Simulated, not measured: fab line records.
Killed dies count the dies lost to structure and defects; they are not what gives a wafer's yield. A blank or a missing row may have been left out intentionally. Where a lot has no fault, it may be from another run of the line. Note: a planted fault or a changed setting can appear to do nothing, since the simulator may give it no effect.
Problem report in the 8D (eight disciplines) form, filled by code | flow n5Finfet | the parts of the form that need people (team, actions taken, sign-off) are left out

## 1. THE ISSUE
At N5_FIN_SAQP_THK_MEAS_05, thkNm averages 28.6 nm over 4 wafers from 2 lots, while fault-free wafers read 37.9 nm, standard deviation 0.51. Measured from the usual mean, that is -18 standard deviations.
Seen first at day 5 22:43 on filmMetro-01, wafer L477.1. Wafers with a number at this step in the record: 18, from 6 lots. Rule for "out" (also "out of limits"): further than 4 standard deviations from the usual mean. The other wafers with a number count as sound.

## 2. WHAT IT IS, AND WHAT IT ISN'T
question                    | is                             | is not
which readings at this step | thkNm                          | -
which lots                  | L477, L479                     | L467, L469, L481, L483
which wafers of those lots  | L477.1, L477.5, L479.1, L479.5 | L477.2, L479.6
read on which gauges        | filmMetro-01                   | filmMetro-02
when                        | from day 5 22:43               | up to then (7 sound wafers); but 7 sound wafers of L479, L481, L483 came after

## 3. WHAT RULES OUT EACH SUSPECT
Counting: a tool at a process step up to the reading stays a suspect if it ran every lot that is out. Sound lots after the first of them don't rule it out here, since some wafers of a struck lot are sound.
- the gauge at N5_FIN_SAQP_THK_MEAS_05: ruled out. All the wafers that are out were read on filmMetro-01, but those of them that N5_FIN_SAQP_HM_OPEN_33 has rows for are out there too, on other tools.
- pecvd-03 at N5_FIN_SAQP_HM_DEP_03 (deposits SiNx from SiH4/NH3/N2, target thk 38 nm, time 33.6 s): kept. Ran every lot that is out, first one L477 (day 5 22:38); last sound lot up to then L467 (day 3 09:37).
Left after counting: pecvd-03 at N5_FIN_SAQP_HM_DEP_03.

## 4. THE CAUSE (what the simulator had put in)
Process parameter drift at N5_FIN_SAQP_HM_DEP_03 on pecvd-03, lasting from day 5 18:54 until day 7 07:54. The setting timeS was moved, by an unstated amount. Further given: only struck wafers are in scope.
This tool alone remained once counting was done.

## 5. THE CHAIN OF EFFECTS, in route order
Each row: a reading whose mean over the struck wafers that have a number lies more than 3 standard deviations from the usual. Scope: only readings with a usual standard deviation given in the record; hours: median across lots of the time from each lot's start at the first step in this table that gives one to its start at this step; sigmas: change in usual standard deviations.
hours | step                    | reading       | usual   | on struck wafers | change | sigmas
0     | N5_FIN_SAQP_THK_MEAS_05 | thkNm         | 37.9 nm | 28.6             | -9.3   | -18
6     | N5_FIN_SAQP_HM_OPEN_33  | etchRfOnTimeS | 69.1 s  | 51.7             | -17.4  | -10
The process steps in it:
- N5_FIN_SAQP_HM_OPEN_33: chemistry CH3F/O2, target SiNx, target depth 49.4 nm, time 70.6 s.
Later steps that measure or inspect, where all struck wafers having a row at the step show a number for every such reading and not one has moved that far: N5_FIN_SAQP_THK_MEAS_07, N5_FIN_SAQP_CD_MEAS_16, N5_FIN_SAQP_OVL_MEAS_17, N5_FIN_SAQP_INSPECT_18, N5_BEOL_M4_RC_MEAS_101.

## 6. WHAT WOULD HAVE CAUGHT IT SOONER
The first out-of-limits reading at a measuring or inspecting step in this record came at day 5 22:43, 4 hours after the fault's start at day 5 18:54.
An alarm limit of 4 standard deviations would not have fired on the tool readings at N5_FIN_SAQP_HM_DEP_03 for which the record gives a usual standard deviation, since none of them was out on any struck wafer.
Of the lots that are out (2), L479 began N5_FIN_SAQP_HM_DEP_03 on pecvd-03 after day 5 22:43. A hold on the tool at that time would have spared it.
